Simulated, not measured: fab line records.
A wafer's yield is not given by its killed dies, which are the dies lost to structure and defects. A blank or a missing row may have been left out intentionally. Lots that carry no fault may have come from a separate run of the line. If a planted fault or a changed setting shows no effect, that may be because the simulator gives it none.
Problem report in the 8D (eight disciplines) form, filled by code | flow n5-finfet | the parts of the form that need people (team, actions taken, sign-off) are left out

== 1. THE ISSUE ==
Wafers without a fault read 161.6 s, standard deviation 0.47; run-length-s at N5_BEOL_M9_CVD_78 reads a mean of 72.7 s on 4 wafers belonging to 2 lots. That is -99 or more standard deviations from the usual mean.
The step: deposits Co from CCTBA/H2, target thk 2 nm, time 138.9 s.
First observed at day 11 20:47: wafer L639.3, on cvd-co-01. At this step, 33 wafers from 11 lots have a number in the record. By rule, "out" or "out of limits" means more than 4 standard deviations away from the usual mean. Any other wafer with a number is counted as sound.

== 2. WHAT IT IS AND WHAT IT IS NOT ==
question                    | is                             | is not
which readings at this step | run-length-s                   | -
which lots                  | L639, L642                     | L632, L633, L634, L640, L650, L652, L653, L654, L655
which wafers of those lots  | L639.3, L639.4, L642.3, L642.4 | L639.6, L642.6
read on which tools         | cvd-co-01                      | cvd-co-02
when                        | from day 11 20:47              | up to then (10 sound wafers); but 19 sound wafers of L640, L642, L650, L652, L653, L654, L655 came after

== 3. SUSPECTS, AND WHAT RULES EACH OUT ==
Counting: a tool at a process step up to the reading stays a suspect if it ran every lot that is out. Sound lots after the first of them don't rule it out here, since some wafers of a struck lot are sound.
- rie-diel-03 at N5_BEOL_M9_TRENCH_ETCH_37 (etches SiCOH lowk in C4F6/O2, target depth 151.43 nm, time 49 s): kept. It ran every lot that is out, first L639 (day 11 20:00). Because N5_BEOL_M9_TRENCH_ETCH_37 lacks a start for some lots, the hours and order of its lots are taken from N5_BEOL_M9_DEGAS_44.
- cvd-co-01 at N5_BEOL_M9_CVD_78 (deposits Co from CCTBA/H2, target thk 2 nm, time 138.9 s): kept. Every lot that is out went through it, the first being L639 (day 11 20:47); the last sound lot it ran before that was L634 (day 10 03:47). On those wafers its own readings are out: run-length-s.
Left after counting: rie-diel-03 at N5_BEOL_M9_TRENCH_ETCH_37, cvd-co-01 at N5_BEOL_M9_CVD_78.

== 4. THE CAUSE (what the simulator had put in) ==
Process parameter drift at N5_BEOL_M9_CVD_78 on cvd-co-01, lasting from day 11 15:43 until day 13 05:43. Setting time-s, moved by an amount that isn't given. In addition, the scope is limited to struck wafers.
After counting, 2 suspects remain, this tool included.

== 5. SEQUENCE OF EFFECTS, ordered by route ==
Each row: a reading whose mean over the struck wafers that have a number lies more than 3 standard deviations from the usual. Only readings for which the record gives a usual standard deviation are gone through. hours: the time from each lot's start at the first step in this table that gives one to its start at this step, as a median over the lots. sigmas: the change in usual standard deviations.
hours | step              | reading      | usual   | on struck wafers | change | sigmas
0     | N5_BEOL_M9_CVD_78 | run-length-s | 161.6 s | 72.7             | -88.9  | -99 or more
Its process steps:
- N5_BEOL_M9_CVD_78: deposits Co from CCTBA/H2, target thk 2 nm, time 138.9 s.

== 6. HOW IT WOULD HAVE BEEN CAUGHT EARLIER ==
In this record the first reading out of limits was taken at day 11 20:47, 5 hours after the fault began at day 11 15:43.
